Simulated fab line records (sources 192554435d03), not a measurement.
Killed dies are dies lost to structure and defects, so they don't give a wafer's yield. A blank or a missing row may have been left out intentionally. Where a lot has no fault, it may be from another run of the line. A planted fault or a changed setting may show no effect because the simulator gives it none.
Struck lot and sound lot, side by side	flow n5Finfet	36 steps out of a route of 1938
Sound: the wafers L553.1, L553.3, L553.4. Struck: wafer L552.5 (L552.1, L552.2, from the same lot, were not struck and are left out); the cause is given at the end.
Order at every step that has rows: each side's tool, ch and its chambers, its first start. Under that, the readings that differ: sound wafers	struck wafers	difference of the means	sigmas: that difference in standard deviations of wafers without a fault.
alike: readings with means less than 2 such deviations apart, plus words and numbers identical on both sides. not compared: withheld readings, readings lacking a value on some wafer, bounds such as >300 that could conceal the same value, and numbers that have no deviation in the record and whose values overlap.
The two part at a step that has a row with sigmas, a row that says differs or no value, or rows on one side only. Numbers that don't overlap but have no deviation are shown without sigmas and don't part them. A reading that every wafer of one side lacks parts them only if that side has two wafers or more.

first, 8 steps without rows for these wafers: N5_BEOL_M15_SPUTTER_43 (material TaN, target thk 15 nm, time 24.19 s); N5_BEOL_M15_SPUTTER_44 (material Ta, target thk 15 nm, time 24.19 s); N5_BEOL_M15_SPUTTER_45 (material Cu, target thk 100 nm, time 16.67 s); N5_BEOL_M15_ECD_47 (material Cu, target thk 1860 nm); N5_BEOL_M15_ANNEAL_48 (time 90 s); N5_BEOL_M15_CMP_49 (polishes, stops on SiO2, t overpolish 4.9 s, target thk 850 nm); N5_BEOL_M15_PRE_CLEAN_52 (time 15 s); N5_BEOL_M15_DEP_53 (deposits SiCN from 3MS/NH3, target thk 50 nm, time 17.8 s).
N5_PASSIVATION_PECVD_00: deposits SiO2 from SiH4/N2O, target thk 200 nm, time 11.2 s.
  sound on pecvd-04 ch 1,2, day 14 16:28; struck on pecvd-04 ch 0, day 14 22:08
reading	sound	struck	difference	sigmas
model.SiO2_of_PASSIVATION_PECVD_00.thkNm (nm)	200.2 197.8 201.6	261.2	+61.3	
  alike: heaterPowerW, showerheadPlenumPTorr, throttleValvePct
then, 26 steps without rows for these wafers: N5_MIM_BOT_DEGAS_01 (time 60 s); N5_MIM_BOT_SPUTTER_00 (material TiN, target thk 35 nm, time 89.7 s); N5_MIM_TOP_ALD_00 (deposits Al2O3, purge time 3 s, co reactant pulse time 3 s); N5_MIM_TOP_ALD_01 (deposits HfO2, target thk 5.6 nm, pulse time 1 s, purge time 3 s); N5_MIM_TOP_ALD_02 (deposits Al2O3, purge time 3 s, co reactant pulse time 3 s); N5_MIM_TOP_DEGAS_04 (time 60 s); N5_MIM_TOP_SPUTTER_03 (material TiN, target thk 35 nm, time 89.7 s); N5_MIM_TOP_LITHO_HMDS_01 (time 60 s); N5_MIM_TOP_LITHO_COAT_02; N5_MIM_TOP_LITHO_EBR_04; N5_MIM_TOP_LITHO_SOFTBAKE_03 (time 90 s); N5_MIM_TOP_LITHO_EXPOSE_05 (exposes mask MIM TOP, target cd 2000 nm); N5_MIM_TOP_LITHO_PEB_06; N5_MIM_TOP_LITHO_DEVELOP_07 (develop time 60 s); N5_MIM_TOP_LITHO_HARDBAKE_09 (time 120 s); N5_MIM_TOP_LITHO_DESCUM_10 (chemistry O2, time 7.9 s); N5_MIM_TOP_ETCH_ETCH_00 (etches TiN in Cl2/BCl3, target depth 38.5 nm); N5_MIM_TOP_ETCH_STRIP_01 (strips in O2); N5_MIM_TOP_ETCH_PECVD_03 (deposits SiNx from SiH4/NH3/N2, target thk 20 nm, time 17.6 s); N5_MIM_BOT_LITHO_HMDS_01 (time 60 s); N5_MIM_BOT_LITHO_COAT_02; N5_MIM_BOT_LITHO_EBR_04; N5_MIM_BOT_LITHO_SOFTBAKE_03 (time 90 s); N5_MIM_BOT_LITHO_EXPOSE_05 (exposes mask MIM BOT); N5_MIM_BOT_LITHO_PEB_06; N5_MIM_BOT_LITHO_DEVELOP_07 (develop time 60 s).
N5_MIM_BOT_ETCH_ETCH_00: etches TiN in Cl2/BCl3, target depth 45.5 nm.
  sound on rieMetal-03 ch 0,1, day 14 20:22; struck on rieMetal-02 ch 1, day 15 02:57
reading	sound	struck	difference	sigmas
chamberPressureMTorr (mTorr)	10.015 10.005 10.013	9.990	-0.021	-2
oesProductAu (a.u.)	0.76 0.77 0.95	1.01	+0.18	+2
model.SiO2_of_PASSIVATION_PECVD_00.thkNm (nm)	197.4 195.2 199	258.6	+61.4	
  alike: drypumpMotorCurrentA, mfcArSccm, throttleValvePct
  not compared: rfHoursCounterH

## WHERE THEY PART
Only at N5_MIM_BOT_ETCH_ETCH_00, as far as this record shows.

WHY: what the simulator had put in
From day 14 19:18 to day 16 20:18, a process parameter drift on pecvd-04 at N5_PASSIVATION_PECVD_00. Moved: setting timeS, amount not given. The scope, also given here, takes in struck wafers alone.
